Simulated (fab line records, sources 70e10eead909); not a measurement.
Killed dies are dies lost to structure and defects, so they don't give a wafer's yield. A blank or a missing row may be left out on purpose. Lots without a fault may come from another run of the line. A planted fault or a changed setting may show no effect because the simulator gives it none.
Which tool did it? | flow nand_harc | 14 lots, 38 wafers sampled, at 4 steps of a route of 1302

WHAT THE GAUGES READ, wafer by wafer
NHARC_A_ONON_D1_THK_MEAS_05: measures by ellipsometry.
lot  | measured     | on            | thk_nm (nm)
L994 | day 8 08:35  | film_metro-02 | 1005 1004 1004
L995 | day 8 18:01  | film_metro-01 | 1003 1004 1005
L997 | day 9 10:26  | film_metro-02 | 992 988 991
L998 | day 9 19:14  | film_metro-01 | 1011 1011 1010
L999 | day 10 08:10 | film_metro-01 | 1004 1005 1003
L100 | day 10 12:07 | film_metro-01 | 985 986 984
L101 | day 11 05:02 | film_metro-01 | 1006 1007 1005
L102 | day 11 09:36 | film_metro-02 | 1004 1004 1005
L106 | day 13 04:22 | film_metro-01 | 998 996 996
L109 | day 14 18:44 | film_metro-01 | 1022
L111 | day 15 02:10 | film_metro-02 | 998
L112 | day 15 11:05 | film_metro-01 | 995 994 995
L114 | day 16 11:01 | film_metro-02 | 992 992 991
L116 | day 17 12:26 | film_metro-01 | 997 997 996

NHARC_A_ONON_D1_THK_MEAS_30: measures by ellipsometry.
lot  | measured     | on            | thk_nm (nm)
L994 | day 8 21:10  | film_metro-02 | 998 998 999
L995 | day 9 05:48  | film_metro-01 | 1017 1017 1018
L997 | day 9 22:25  | film_metro-01 | 1006 1005 1006
L998 | day 10 07:34 | film_metro-02 | 997 999 1000
L999 | day 10 22:15 | film_metro-02 | 990 990 992
L100 | day 10 22:16 | film_metro-02 | 995 995 995
L101 | day 11 16:50 | film_metro-02 | 974 975 975
L102 | day 11 21:25 | film_metro-02 | 1015 1015 1015
L106 | day 13 16:10 | film_metro-01 | 995 995 995
L109 | day 15 06:28 | film_metro-02 | 1519 1519
L111 | day 15 16:35 | film_metro-01 | 1538 1535
L112 | day 15 23:07 | film_metro-01 | 1010 1011 1011
L114 | day 16 22:48 | film_metro-01 | 1006 1006 1006
L116 | day 18 00:11 | film_metro-01 | 993 991 994

WHICH TOOL RAN EACH LOT (tool, then ch and the chambers of the sampled wafers, then the start)
lot  | NHARC_A_ZERO_WELL_ETCH_13        | NHARC_A_ONON_D1_DEP_28
L994 | rie_si-01 ch 0,1,3, day 7 10:53  | pecvd_onon-03 ch 0, day 8 20:40
L995 | rie_si-06 ch 0,2,3, day 7 18:46  | pecvd_onon-03 ch 0, day 9 05:17
L997 | rie_si-06 ch 0,1,3, day 8 10:57  | pecvd_onon-01 ch 0, day 9 21:58
L998 | rie_si-01 ch 0,3, day 8 17:21    | pecvd_onon-01 ch 0, day 10 07:04
L999 | rie_si-02 ch 0,3, day 9 06:05    | pecvd_onon-01 ch 0, day 10 21:47
L100 | rie_si-02 ch 0,1,3, day 9 13:44  | pecvd_onon-04 ch 0, day 10 21:49
L101 | rie_si-02 ch 1,2,3, day 10 04:27 | pecvd_onon-03 ch 0, day 11 16:23
L102 | rie_si-01 ch 0,1,2, day 10 10:46 | pecvd_onon-04 ch 0, day 11 20:58
L106 | rie_si-01 ch 0,2,3, day 12 03:17 | pecvd_onon-03 ch 0, day 13 15:43
L109 | rie_si-06 ch 3, day 13 20:31     | pecvd_onon-03 ch 0, day 15 06:14
L111 | rie_si-02 ch 1, day 14 04:08     | pecvd_onon-03 ch 0, day 15 16:18
L112 | rie_si-01 ch 0,3, day 14 12:10   | pecvd_onon-04 ch 0, day 15 22:37
L114 | rie_si-02 ch 0,1,3, day 15 11:29 | pecvd_onon-04 ch 0, day 16 22:17
L116 | rie_si-02 ch 1,2, day 16 13:55   | pecvd_onon-04 ch 0, day 17 23:41
- NHARC_A_ZERO_WELL_ETCH_13: etches the open film in HBr/Cl2, target depth 120 nm, time 40.1 s.
- NHARC_A_ONON_D1_DEP_28: target thk 1000 nm.

WHAT THE TOOLS THEMSELVES READ (means of the sampled wafers that have a number; where no wafer has one, the mark that the record gives instead)
NHARC_A_ZERO_WELL_ETCH_13.
lot  | tool      | drypump_motor_current_A (A) | oes_product_au (a.u.) | throttle_valve_pct (%)
L994 | rie_si-01 | 5.8                         | 0.999                 | 26.415
L995 | rie_si-06 | 5.8                         | 1.013                 | 26.412
L997 | rie_si-06 | 5.8                         | 1.016                 | 26.399
L998 | rie_si-01 | 6.0                         | 1.006                 | 26.395
L999 | rie_si-02 | 6.1                         | 1.012                 | 26.402
L100 | rie_si-02 | 5.8                         | 1.006                 | 26.408
L101 | rie_si-02 | 5.5                         | 1.002                 | 26.407
L102 | rie_si-01 | 5.9                         | 0.991                 | 26.404
L106 | rie_si-01 | 6.1                         | 1.003                 | 26.407
L109 | rie_si-06 | 5.9                         | 0.988                 | 26.409
L111 | rie_si-02 | 5.4                         | 1.013                 | 26.399
L112 | rie_si-01 | 5.9                         | 1.006                 | 26.406
L114 | rie_si-02 | 5.8                         | 1.004                 | 26.405
L116 | rie_si-02 | 5.2                         | 0.996                 | 26.409

NHARC_A_ONON_D1_DEP_28.
lot  | tool          | nh3_flow_sccm (sccm)
L994 | pecvd_onon-03 | 499.8
L995 | pecvd_onon-03 | 499.9
L997 | pecvd_onon-01 | 500.2
L998 | pecvd_onon-01 | 502.4
L999 | pecvd_onon-01 | 500.2
L100 | pecvd_onon-04 | 498.2
L101 | pecvd_onon-03 | 500.8
L102 | pecvd_onon-04 | 496.3
L106 | pecvd_onon-03 | 499.0
L109 | pecvd_onon-03 | 499.4
L111 | pecvd_onon-03 | 498.7
L112 | pecvd_onon-04 | 499.1
L114 | pecvd_onon-04 | 501.2
L116 | pecvd_onon-04 | 500.1

THE ANSWER, worked out from the rows above alone
Rule: what is usual is taken from the lots themselves. Put in order of their means at a reading, lots are off if they are a third of the lots or fewer, leave a main group of 4 or more, and stand apart from it by a gap of 3 or more times the standard deviation of the main group's means; of several such gaps the widest counts. A main group whose means are all the same, to the digits that the tables above print for the reading, isn't used. A lot without any number at a reading at which 4 lots or more have one is off too. The other lots that the step has rows for count as sound. The gauges are gone through in route order, then the tools' own readings, and for those a lot's mean is taken as printed above. The first step at which some lot is off is used, and at that step the reading that is off furthest; a lot without a number counts as furthest.
Off: L109, L111, at NHARC_A_ONON_D1_THK_MEAS_30 (thk_nm). The main group: mean 1000 nm, standard deviation 11.
A tool fits if, at a process step before that reading, it ran every lot that is off, and no sound lot after the first of them. The gauges at NHARC_A_ONON_D1_THK_MEAS_30 are tried like those tools. One fits: pecvd_onon-03 at NHARC_A_ONON_D1_DEP_28. Its last sound lot is L106 (day 13 15:43), its first lot that is off L109 (day 15 06:14): a fault that began between those two fits.

WHAT THE SIMULATOR HAD PUT IN
Process parameter drift: pecvd_onon-03, from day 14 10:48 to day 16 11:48, at NHARC_A_ONON_D1_DEP_28. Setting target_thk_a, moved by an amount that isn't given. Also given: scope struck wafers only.
Lots struck among those shown: L109, L111. The rule above found the same.
